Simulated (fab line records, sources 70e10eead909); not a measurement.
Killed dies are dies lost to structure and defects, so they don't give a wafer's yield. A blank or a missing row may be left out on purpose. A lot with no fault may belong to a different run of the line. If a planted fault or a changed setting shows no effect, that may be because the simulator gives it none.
fab line records -- flow nand_harc
record lots=5, wafers=15, last_day=24
route steps=1159 shown P_ZERO_WELL@68 P_STI@69
lots with no fault: from the same line, run without faults
start_h: start of the lot's first displayed wafer, in hours after the record's first day -- wait_h: hours since the lot's step before -- " repeats the value in the row above -- L1.1+2: a row that stands for several wafers -- - no value, or no start given -- * or withheld: withheld -- < > ~ a bound
route shown NAME@n: names a module that has steps shown in the file, with the first one's number in the route -- usual: average and standard deviation across the fault-free wafers -- same: alike in all rows -- chamber/n: place in a boat -- sites: the reading at each site -- _std_site: how widely they spread, as a standard deviation -- _edge_site: outer sites' mean less inner sites' -- radius_mm: how far each site lies from the wafer's centre -- mask NAME#n: copy n -- behind: the most recent tool/chamber to have shaped the wafer -- hold: the reason the lot was held/the length of the hold in hours/how it ended -- device: the n, p or np transistor that did not switch -- end of line: the tests these same wafers got at the end of their route -- for a step that has no rows: nothing shown but its recipe -- killed: dies lost to structure and defects at the first sort, not the wafer's yield -- map: dies across one wafer; x = killed, . = not, _ = none there
set.NAME: the run value of the setting; set.NAME@STEP: its run value at that earlier step -- model.NAME: the simulator's own value behind a step, which no gauge read
lots seen at some steps along the route; tables by step, rows by wafer
services: when a tool's chamber went out of use (start_h, in hours from the record's first day, below 0 if earlier), for how many hours, and the reason
## steps
# step NHARC_P_ZERO_WELL_INSPECT_43
# usual raw_defect_count=13/5.4
lot.wafer,tool,chamber,start_h,wait_h,raw_defect_count
L963.2,defect_inspect-01,-,25.45,0.5,10
L963.4,defect_inspect-01,-,25.45,0.5,8
L963.6,defect_inspect-01,-,25.45,0.5,5
L969.1,defect_inspect-02,-,61.77,0.6,7
L969.3,defect_inspect-02,-,61.77,0.6,12
L969.5,defect_inspect-02,-,61.77,0.6,12
L980.2,defect_inspect-01,-,127.60,0.5,11
L980.5,defect_inspect-01,-,127.60,0.5,12
L980.6,defect_inspect-01,-,127.60,0.5,7
L984.2,defect_inspect-01,-,151.68,0.5,9
L984.4,defect_inspect-01,-,151.68,0.5,11
L984.6,defect_inspect-01,-,151.68,0.5,11
L985.3,defect_inspect-02,-,157.72,0.4,12
L985.4,defect_inspect-02,-,157.72,0.4,12
L985.6,defect_inspect-02,-,157.72,0.4,10
# step NHARC_P_STI_ETCH_26
# recipe target_depth_a=110, chemistry=dHF, material=SiO2
# step NHARC_P_STI_PRECLEAN_27
# recipe time_s=*, temp_c=50, bath_age_min=0, chemistry=SC1
# step NHARC_P_STI_SRD_28
# step NHARC_P_STI_OXIDE_29
# recipe target_thk_a=100, temp_c=900, ox_time_s=1362, material=SiO2
# step NHARC_P_STI_HM_DEP_30
# recipe target_thk_a=800, temp_c=790, pressure_mtorr=300, time_s=873, material=Si3N4
# step NHARC_P_STI_DEHYDRATE_01
# recipe temp_c=150, time_s=120
# step NHARC_P_STI_HMDS_02
# recipe time_s=30
# step NHARC_P_STI_COAT_41
# recipe temp_c=200, time_s=65
# step NHARC_P_STI_COAT_03
# recipe spin_rpm=2000, resist_thk_nm=600
# step NHARC_P_STI_SOFTBAKE_04
# recipe temp_c=125, time_s=70
# step NHARC_P_STI_EBR_05
# step NHARC_P_STI_EXPOSE_06
# recipe na=0.55, target_cd_nm=200, dose_mj=37.69, mask_id=P_STI
# usual focus_offset_nm=0.1/0.46, stage_vel_mm_s=500.05/0.25
# same na=0.55
lot.wafer,tool,chamber,start_h,wait_h,mask,focus_offset_nm,stage_vel_mm_s
L963.2,krf_scanner-03,0,41.60,-,P_STI#0,-0.6,500.18
L963.4,krf_scanner-03,0,41.60,-,P_STI#0,-0.4,499.85
L963.6,krf_scanner-03,0,41.60,-,P_STI#0,-0.4,499.73
L969.1,krf_scanner-03,0,73.93,-,P_STI#0,0.7,500.03
L969.3,krf_scanner-03,0,73.93,-,P_STI#0,0.3,499.76
L969.5,krf_scanner-03,0,73.93,-,P_STI#0,0.3,500.18
L980.2,krf_scanner-03,0,144.24,-,P_STI#0,-0.4,500.07
L980.5,krf_scanner-03,0,144.24,-,P_STI#0,0.2,500.50
L980.6,krf_scanner-03,0,144.24,-,P_STI#0,0.1,500.35
L984.2,krf_scanner-01,0,168.39,-,P_STI#0,-0.4,500.19
L984.4,krf_scanner-01,0,168.39,-,P_STI#0,-0.9,500.07
L984.6,krf_scanner-01,0,168.39,-,P_STI#0,0.4,499.81
L985.3,krf_scanner-03,0,172.99,-,P_STI#0,0.0,500.31
L985.4,krf_scanner-03,0,172.99,-,P_STI#0,0.2,500.34
L985.6,krf_scanner-03,0,172.99,-,P_STI#0,0.1,500.26
# step NHARC_P_STI_PEB_07
# recipe peb_temp_c=128, peb_time_s=80
# step NHARC_P_STI_DEVELOP_08
# recipe time_s=50, dev_temp_c=22
# step NHARC_P_STI_CD_MEAS_09
# recipe target_cd_nm=200, landing_energy_ev=500
# usual cd_nm=200.2/2.1
lot.wafer,tool,chamber,start_h,wait_h,cd_nm
L963.2,cd_sem-01,0,41.75,-,200.1
L963.4,cd_sem-01,0,41.75,-,197.1
L963.6,cd_sem-01,0,41.75,-,199.0
L969.1,cd_sem-03,0,74.08,-,194.8
L969.3,cd_sem-03,0,74.08,-,202.7
L969.5,cd_sem-03,0,74.08,-,203.4
L980.2,cd_sem-03,0,144.39,-,197.7
L980.5,cd_sem-03,0,144.39,-,200.1
L980.6,cd_sem-03,0,144.39,-,197.2
L984.2,cd_sem-02,0,168.54,-,201.2
L984.4,cd_sem-02,0,168.54,-,200.3
L984.6,cd_sem-02,0,168.54,-,202.8
L985.3,cd_sem-01,0,173.13,-,198.9
L985.4,cd_sem-01,0,173.13,-,199.6
L985.6,cd_sem-01,0,173.13,-,197.7
# step NHARC_P_STI_OVL_MEAS_10
# usual overlay_x_nm=0/5.4, overlay_y_nm=-1/5.8
lot.wafer,tool,chamber,start_h,wait_h,overlay_x_nm,overlay_y_nm
L963.2,overlay-02,-,41.84,-,2,4
L963.4,overlay-02,-,41.84,-,2,4
L963.6,overlay-02,-,41.84,-,2,4
L969.1,overlay-01,-,74.17,-,-3,-1
L969.3,overlay-01,-,74.17,-,-3,0
L969.5,overlay-01,-,74.17,-,-3,-1
L980.2,overlay-02,-,144.47,-,-6,1
L980.5,overlay-02,-,144.47,-,-6,1
L980.6,overlay-02,-,144.47,-,-7,1
L984.2,overlay-01,-,168.63,-,1,6
L984.4,overlay-01,-,168.63,-,1,6
L984.6,overlay-01,-,168.63,-,1,6
L985.3,overlay-01,-,173.22,-,-7,-11
L985.4,overlay-01,-,173.22,-,-7,-12
L985.6,overlay-01,-,173.22,-,-7,-12
# step NHARC_P_STI_INSPECT_11
# usual raw_defect_count=6/3.2
lot.wafer,tool,chamber,start_h,wait_h,raw_defect_count
L963.2,defect_inspect-02,-,41.87,0.0,7
L963.4,defect_inspect-02,-,41.87,0.0,5
L963.6,defect_inspect-02,-,41.87,0.0,6
L969.1,defect_inspect-01,-,74.21,0.0,0
L969.3,defect_inspect-01,-,74.21,0.0,5
L969.5,defect_inspect-01,-,74.21,0.0,10
L980.2,defect_inspect-01,-,144.51,0.0,9
L980.5,defect_inspect-01,-,144.51,0.0,6
L980.6,defect_inspect-01,-,144.51,0.0,15
L984.2,defect_inspect-02,-,168.66,0.0,4
L984.4,defect_inspect-02,-,168.66,0.0,12
L984.6,defect_inspect-02,-,168.66,0.0,5
L985.3,defect_inspect-02,-,173.25,0.0,7
L985.4,defect_inspect-02,-,173.25,0.0,7
L985.6,defect_inspect-02,-,173.25,0.0,5
# step NHARC_P_STI_HARDBAKE_13
# recipe temp_c=118, time_s=65
# step NHARC_P_STI_DESCUM_14
# recipe time_s=3, o2_flow_sccm=200, ar_flow_sccm=0, bias_power_w=0, chemistry=O2
# usual chamber_pressure_mTorr=60.00/0.061, drypump_motor_current_A=5.6/0.55, oes_product_au=0.999/0.0092, rf_vpp_V=57.8/0.88, showerhead_plenum_p_Torr=1.92/0.08, throttle_valve_pct=11.312/0.0088
lot.wafer,tool,chamber,start_h,wait_h,chamber_pressure_mTorr,drypump_motor_current_A,oes_product_au,rf_hours_counter_h,rf_vpp_V,showerhead_plenum_p_Torr,throttle_valve_pct,model.P_STI.cd_nm
L963.2,rie_diel-05,3,42.01,-,59.94,5.3,1.009,1.4,57.7,2.03,11.310,199.2
L963.4,rie_diel-05,2,42.01,-,60.04,5.9,1.006,1.5,58.8,1.99,11.307,197.2
L963.6,rie_diel-05,3,42.01,-,60.01,5.3,1.006,-,57.6,2.03,11.306,198.4
L969.1,rie_diel-05,2,74.36,-,60.05,5.9,1.006,2.5,57.1,1.99,11.309,194.7
L969.3,rie_diel-05,3,74.36,-,60.08,5.3,1.009,2.3,57.4,2.03,11.312,200.7
L969.5,rie_diel-05,0,74.36,-,60.04,5.1,1.000,-,57.7,1.86,11.309,203.6
L980.2,rie_diel-06,0,144.66,-,60.05,6.5,0.995,4.9,58.5,1.80,11.303,197.6
L980.6,rie_diel-06,2,144.66,-,60.03,5.2,0.993,-,58.8,2.05,11.330,197.1
L980.5,rie_diel-06,3,144.66,-,59.98,6.5,0.994,-,57.8,1.98,11.309,199.6
L984.4,rie_diel-13,1,168.81,-,59.98,6.0,0.994,1.4,57.7,1.92,11.312,200.5
L984.2,rie_diel-13,3,168.81,-,60.02,6.6,0.994,1.3,58.2,1.89,11.314,200.9
L984.6,rie_diel-13,1,168.81,-,59.88,5.9,0.987,-,57.0,1.92,11.313,202.7
L985.4,rie_diel-05,1,173.40,-,59.98,5.7,1.002,0,58.6,1.84,11.318,199.6
L985.3,rie_diel-05,2,173.40,-,59.99,5.9,1.003,0,58.1,1.99,11.305,199
L985.6,rie_diel-05,3,173.40,-,60.08,5.3,1.004,-,57.9,2.03,11.312,197.5
# step NHARC_P_STI_ETCH_42
# recipe target_depth_a=800, overetch_a=240, time_s=61, ion_energy_ev=200, n2_flow_sccm=150, h2_flow_sccm=150, ar_flow_sccm=0, rf_w=400, bias_w=150, chemistry=N2/H2
# usual chamber_pressure_mTorr=29.996/0.027, drypump_motor_current_A=5.7/0.57, oes_product_au=1.001/0.0092, rf_vpp_V=430.8/2.5, showerhead_plenum_p_Torr=2.04/0.086, throttle_valve_pct=14.171/0.0097
lot.wafer,tool,chamber,start_h,wait_h,chamber_pressure_mTorr,drypump_motor_current_A,oes_product_au,rf_hours_counter_h,rf_vpp_V,showerhead_plenum_p_Torr,throttle_valve_pct
L963.2,rie_diel-05,0,42.10,0.1,30.050,5.1,0.983,1.4,429.6,1.99,14.186
L963.4,rie_diel-05,1,42.10,0.1,30.005,5.7,0.990,1.6,428.8,1.96,14.150
L963.6,rie_diel-05,3,42.10,0.1,29.996,5.3,1.015,-,434.0,2.16,14.177
L969.3,rie_diel-05,1,74.44,0.1,29.964,5.7,0.994,2.6,429.2,1.96,14.161
L969.1,rie_diel-05,2,74.44,0.1,30.044,5.9,1.018,2.5,432.5,2.12,14.162
L969.5,rie_diel-05,3,74.44,0.1,29.950,5.3,1.017,-,433.9,2.16,14.158
L980.2,rie_diel-06,2,144.73,0.1,30.045,5.2,0.996,4.2,435.2,2.19,14.171
L980.6,rie_diel-06,2,144.73,0.1,29.979,5.2,0.993,-,434.5,2.19,14.163
L980.5,rie_diel-06,3,144.73,0.1,29.978,6.5,0.987,-,432.5,2.11,14.177
L984.2,rie_diel-13,0,168.89,0.1,29.987,4.9,1.004,1.3,432.6,2.11,14.164
L984.4,rie_diel-13,2,168.89,0.1,29.951,5.5,0.992,1.4,428.3,1.93,14.179
L984.6,rie_diel-13,3,168.89,0.1,29.994,6.6,1.010,-,428.0,2.02,14.163
L985.4,rie_diel-05,0,173.47,0.1,29.992,5.1,0.996,0.0,429.1,1.98,14.176
L985.3,rie_diel-05,2,173.47,0.1,30.014,6.0,1.012,0.0,432.4,2.12,14.176
L985.6,rie_diel-05,1,173.47,0.1,30.026,5.7,1.005,-,428.2,1.96,14.162
# step NHARC_P_STI_ETCH_31
# recipe target_depth_a=1089, time_s=54.5, cf4_flow_sccm=100, chf3_flow_sccm=30, ar_flow_sccm=0, rf_w=500, bias_w=200, chemistry=CF4/CHF3
# usual chamber_pressure_mTorr=24.998/0.023, chf3_flow_sccm=29.99/0.089, drypump_motor_current_A=5.8/0.54, oes_product_au=0.965/0.019, rf_vpp_V=370.4/2.2, showerhead_plenum_p_Torr=1.57/0.063, throttle_valve_pct=16.802/0.0098
lot.wafer,tool,chamber,start_h,wait_h,chamber_pressure_mTorr,chf3_flow_sccm,drypump_motor_current_A,oes_product_au,rf_hours_counter_h,rf_vpp_V,showerhead_plenum_p_Torr,throttle_valve_pct
L963.2,rie_diel-05,3,-,-,25.008,29.99,5.3,0.978,1.4,373.8,1.66,16.803
L963.4,rie_diel-05,0,-,-,24.982,30.05,5.1,0.963,1.5,369.5,1.54,16.802
L963.6,rie_diel-05,2,-,-,24.967,30.04,5.9,0.989,-,373.1,1.63,16.778
L969.3,rie_diel-05,0,-,-,24.996,29.97,5.1,0.965,2.4,369.6,1.54,16.776
L969.1,rie_diel-05,1,-,-,24.984,29.85,5.7,0.946,2.6,367.9,1.52,16.800
L969.5,rie_diel-05,0,-,-,25.014,29.99,5.1,0.962,-,370.0,1.54,16.811
L980.2,rie_diel-06,3,-,-,24.984,29.80,6.5,0.964,4.6,370.8,1.62,16.818
L980.5,rie_diel-06,3,-,-,24.950,29.91,6.5,0.970,-,372.2,1.62,16.805
L980.6,rie_diel-06,0,-,-,24.971,29.90,6.4,0.993,-,368.6,1.49,16.800
L984.4,rie_diel-13,2,-,-,24.997,30.11,5.5,0.963,1.4,368.6,1.49,16.800
L984.2,rie_diel-13,3,-,-,25.037,29.97,6.6,0.970,1.3,370.7,1.56,16.794
L984.6,rie_diel-13,3,-,-,24.998,29.95,6.7,0.976,-,371.2,1.56,16.817
L985.4,rie_diel-05,1,-,-,24.998,29.95,5.7,0.986,0.0,367.9,1.52,16.788
L985.3,rie_diel-05,0,-,-,24.996,29.90,5.1,0.964,0.0,369.7,1.53,16.787
L985.6,rie_diel-05,2,-,-,25.029,30.12,5.9,0.976,-,371.4,1.63,16.800
# step NHARC_P_STI_ETCH_15
# recipe target_depth_a=3000, taper_deg=4, time_s=100.1, hbr_flow_sccm=150, cl2_flow_sccm=50, rf_w=400, icp_w=400, bias_w=100, chemistry=HBr/Cl2
# usual chamber_pressure_mTorr=14.999/0.013, drypump_motor_current_A=5.7/0.48, mfc_cl2_sccm=50.01/0.17, oes_product_au=1.000/0.007, throttle_valve_pct=26.406/0.0094
lot.wafer,tool,chamber,start_h,wait_h,chamber_pressure_mTorr,drypump_motor_current_A,mfc_cl2_sccm,oes_product_au,rf_hours_counter_h,throttle_valve_pct,model.P_STI.cd_nm
L963.2,rie_si-03,1,42.30,-,14.989,5.8,50.05,0.999,0.4,26.409,198.2
L963.4,rie_si-03,3,42.30,-,14.996,5.7,50.52,1.002,0.2,26.393,195.9
L963.6,rie_si-03,0,42.30,-,14.996,4.7,49.92,1.003,-,26.412,197.9
L969.3,rie_si-06,1,74.63,-,15.023,5.9,49.83,1.004,0.4,26.389,200.5
L969.1,rie_si-06,2,74.63,-,15.005,6.4,50.26,0.999,0.5,26.413,195.7
L969.5,rie_si-06,1,74.63,-,15.000,5.9,49.83,0.999,-,26.403,204.3
L980.2,rie_si-02,0,144.94,-,15.005,5.5,50.13,1.008,0.6,26.414,196.8
L980.5,rie_si-02,3,144.94,-,14.979,6.4,50.04,1.006,-,26.409,200.1
L980.6,rie_si-02,0,144.94,-,14.999,5.5,50.06,1.011,-,26.403,197.2
L984.4,rie_si-02,1,169.10,-,15.009,5.8,49.91,1.002,0.8,26.395,199.3
L984.2,rie_si-02,2,169.10,-,15.011,5.3,49.94,1.004,0.9,26.403,201.4
L984.6,rie_si-02,1,169.10,-,14.986,5.8,49.98,1.007,-,26.397,202.8
L985.3,rie_si-03,3,173.69,-,14.999,5.7,50.27,1.008,0.1,26.408,198.7
L985.4,rie_si-03,1,173.69,-,15.015,5.8,49.88,1.007,0.0,26.405,199.4
L985.6,rie_si-03,2,173.69,-,15.005,5.4,50.03,1.007,-,26.396,197.2
# step NHARC_P_STI_CD_MEAS_16
# usual cd_nm=199.8/2.5
lot.wafer,tool,chamber,start_h,wait_h,cd_nm
L963.2,cd_sem-03,-,42.45,-,198.3
L963.4,cd_sem-03,-,42.45,-,195.8
L963.6,cd_sem-03,-,42.45,-,197.9
L969.1,cd_sem-01,-,74.79,-,195.5
L969.3,cd_sem-01,-,74.79,-,200.7
L969.5,cd_sem-01,-,74.79,-,204.5
L980.2,cd_sem-03,-,145.09,-,197.0
L980.5,cd_sem-03,-,145.09,-,199.9
L980.6,cd_sem-03,-,145.09,-,197.3
L984.2,cd_sem-03,-,169.25,-,201.0
L984.4,cd_sem-03,-,169.25,-,199.3
L984.6,cd_sem-03,-,169.25,-,202.7
L985.3,cd_sem-03,-,173.84,-,198.9
L985.4,cd_sem-03,-,173.84,-,199.5
L985.6,cd_sem-03,-,173.84,-,197.1
## services
tool,chamber,start_h,hours,kind
rie_si-02,-,34.00,9.0,pm
krf_scanner-01,-,41.37,0.5,repair
rie_diel-06,2,45.41,9.0,repair
rie_diel-06,3,51.89,7.2,repair
rie_diel-06,-,64.20,9.0,pm
krf_scanner-01,-,70.29,0.6,repair
rie_diel-13,2,74.93,1.9,repair
rie_diel-06,0,77.86,4.3,repair
rie_diel-06,1,83.38,4.1,repair
krf_scanner-01,-,84.00,4.0,pm
rie_si-02,-,85.12,0.4,repair
rie_diel-13,-,99.00,9.0,pm
rie_si-03,2,107.42,3.2,repair
rie_diel-06,2,112.77,6.0,repair
rie_diel-06,1,125.18,5.7,repair
rie_si-06,-,126.96,3.5,repair
rie_si-02,-,147.53,0.3,repair
rie_si-03,-,155.00,9.0,pm
krf_scanner-03,-,156.61,1.5,repair
rie_diel-06,3,157.69,7.3,repair
rie_diel-05,-,163.60,9.0,pm
krf_scanner-03,-,168.00,4.0,pm
rie_diel-13,1,169.69,14.7,repair
rie_si-06,3,172.61,9.6,repair
## key
first_sign none at tools or gauges
model_effect step=NHARC_P_STI_DESCUM_14, value=P_STI.cd_nm, without=202.7, struck=194.7
model_effect step=NHARC_P_STI_ETCH_15, value=P_STI.cd_nm, without=203.7, struck=195.7
met_at NHARC_P_STI_EXPOSE_06
struck_wafers L969.1
tester_left_out L969
onset_between 41.60 73.93
fault kind=process_parameter_drift, tool=krf_scanner-03, chamber=-, onset_h=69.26, steps=NHARC_P_STI_EXPOSE_06, channel=focus_nm, offset=207.81, shape=step, end_h=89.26, scope=struck_wafers_only
# tester_left_out: of these lots the tester's yield and bins aren't shown, on N5 and GAA mostly nor the transistor test; their killed dies are dies lost to structure and defects alone, not to doping, threshold or leakage, so they don't give the yield
